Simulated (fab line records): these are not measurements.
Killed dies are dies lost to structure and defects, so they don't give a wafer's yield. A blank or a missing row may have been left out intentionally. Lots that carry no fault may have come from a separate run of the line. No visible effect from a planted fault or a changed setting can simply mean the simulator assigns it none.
Matching of chambers / flow n5-finfet / N5_MOL_CONTACT_COAG_ETCHBACK_132 on rie-diel-03 has 4 sister chambers
The step etches SiO2 in CHF3, target depth 10 nm, time 6.7 s. 8 wafers are shown with their chamber, then 7 later ones without.

== WAFERS WITH THEIR CHAMBER ==
wafer=L386.5; chamber=0; drypump-motor-current-A (A)=5.5; showerhead-plenum-p-Torr (Torr)=2.34
wafer=L392.4; chamber=2; drypump-motor-current-A (A)=5.3; showerhead-plenum-p-Torr (Torr)=2.28
wafer=L392.5; chamber=1; drypump-motor-current-A (A)=6.4; showerhead-plenum-p-Torr (Torr)=2.52
wafer=L394.1; chamber=0; drypump-motor-current-A (A)=5.5; showerhead-plenum-p-Torr (Torr)=2.33
wafer=L394.4; chamber=3; drypump-motor-current-A (A)=4.8; showerhead-plenum-p-Torr (Torr)=2.46
wafer=L394.6; chamber=1; drypump-motor-current-A (A)=6.5; showerhead-plenum-p-Torr (Torr)=2.52
wafer=L395.2; chamber=3; drypump-motor-current-A (A)=4.8; showerhead-plenum-p-Torr (Torr)=2.46
wafer=L395.3; chamber=2; drypump-motor-current-A (A)=5.3; showerhead-plenum-p-Torr (Torr)=2.28

== WAFERS WHOSE CHAMBER IS MISSING ==
wafer=L395.5; drypump-motor-current-A (A)=4.8; showerhead-plenum-p-Torr (Torr)=2.45
wafer=L398.4; drypump-motor-current-A (A)=5.3; showerhead-plenum-p-Torr (Torr)=2.27
wafer=L398.5; drypump-motor-current-A (A)=6.5; showerhead-plenum-p-Torr (Torr)=2.51
wafer=L398.6; drypump-motor-current-A (A)=5.3; showerhead-plenum-p-Torr (Torr)=2.27
wafer=L401.1; drypump-motor-current-A (A)=5.5; showerhead-plenum-p-Torr (Torr)=2.33
wafer=L401.5; drypump-motor-current-A (A)=6.5; showerhead-plenum-p-Torr (Torr)=2.51
wafer=L401.6; drypump-motor-current-A (A)=5.5; showerhead-plenum-p-Torr (Torr)=2.33

== CHAMBER TAKEN BY EACH ==
wafer=L395.5; from the rows above=3; in truth=3
wafer=L398.4; from the rows above=2; in truth=2
wafer=L398.5; from the rows above=1; in truth=1
wafer=L398.6; from the rows above=2; in truth=2
wafer=L401.1; from the rows above=0; in truth=0
wafer=L401.5; from the rows above=1; in truth=1
wafer=L401.6; from the rows above=0; in truth=0
Correct placement for 7 of the 7. From these rows, 0 cannot be placed. 0 placed wrongly.
How it was worked out, from the rows above alone: a wafer's distance from a chamber is the root of the sum, over the readings, of the square of ((its reading less the chamber's mean) divided by the reading's scatter). If the next closest chamber is less than 2 further off than the closest, the wafer can't be placed; otherwise it belongs to the closest. The mean given for a chamber averages the wafers shown for that chamber. How the scatter is found: for the shown wafers, subtract from each reading the mean of its chamber, square and add these, divide the total by (wafers less chambers), then take the root.
